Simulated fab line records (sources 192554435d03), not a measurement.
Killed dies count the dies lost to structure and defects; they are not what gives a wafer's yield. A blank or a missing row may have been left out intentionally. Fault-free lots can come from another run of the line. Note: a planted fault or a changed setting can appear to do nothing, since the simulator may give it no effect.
Matching of chambers / flow n5Finfet / N5_BEOL_M2_STRIP_19 on rieDiel-05: 4 sister chambers
The step strips in O2. 4 wafers are shown with their chamber, then 7 later ones without.

== WAFERS PAIRED WITH THEIR CHAMBERS ==
wafer=L083.4; chamber=2; throttleValvePct (%)=16.60
wafer=L084.4; chamber=1; throttleValvePct (%)=16.84
wafer=L089.4; chamber=3; throttleValvePct (%)=16.99
wafer=L089.5; chamber=0; throttleValvePct (%)=16.39

== WAFERS MISSING THEIR CHAMBER ==
wafer=L089.6; throttleValvePct (%)=16.19
wafer=L090.1; throttleValvePct (%)=17.01
wafer=L090.3; throttleValvePct (%)=16.39
wafer=L090.5; throttleValvePct (%)=16.22
wafer=L094.1; throttleValvePct (%)=16.22
wafer=L094.5; throttleValvePct (%)=16.22
wafer=L094.6; throttleValvePct (%)=17.01

== WHICH CHAMBER EACH ONE RAN IN ==
wafer=L089.6; from the rows above=can't be placed: 0 or 2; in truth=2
wafer=L090.1; from the rows above=can't be placed: 3 or 1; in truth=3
wafer=L090.3; from the rows above=can't be placed: 0 or 2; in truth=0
wafer=L090.5; from the rows above=can't be placed: 0 or 2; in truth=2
wafer=L094.1; from the rows above=can't be placed: 0 or 2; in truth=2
wafer=L094.5; from the rows above=can't be placed: 0 or 2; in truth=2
wafer=L094.6; from the rows above=can't be placed: 3 or 1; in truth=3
Correct placement for 0 of the 7. These rows do not allow placing 7 (true chamber among the candidates in 7). 0 placed wrongly.
How it was worked out, from the rows above alone: a wafer's distance from a chamber is the root of the sum, over the readings, of the square of ((its reading less the chamber's mean) divided by the reading's scatter). The wafer belongs to the nearest chamber; if the next one is less than 2 further off, it can't be placed. The mean given for a chamber averages the wafers shown for that chamber. The scatter (one wafer shown for each chamber): square how far every hidden wafer sits from the nearest shown wafer, average those squares and take the square root.
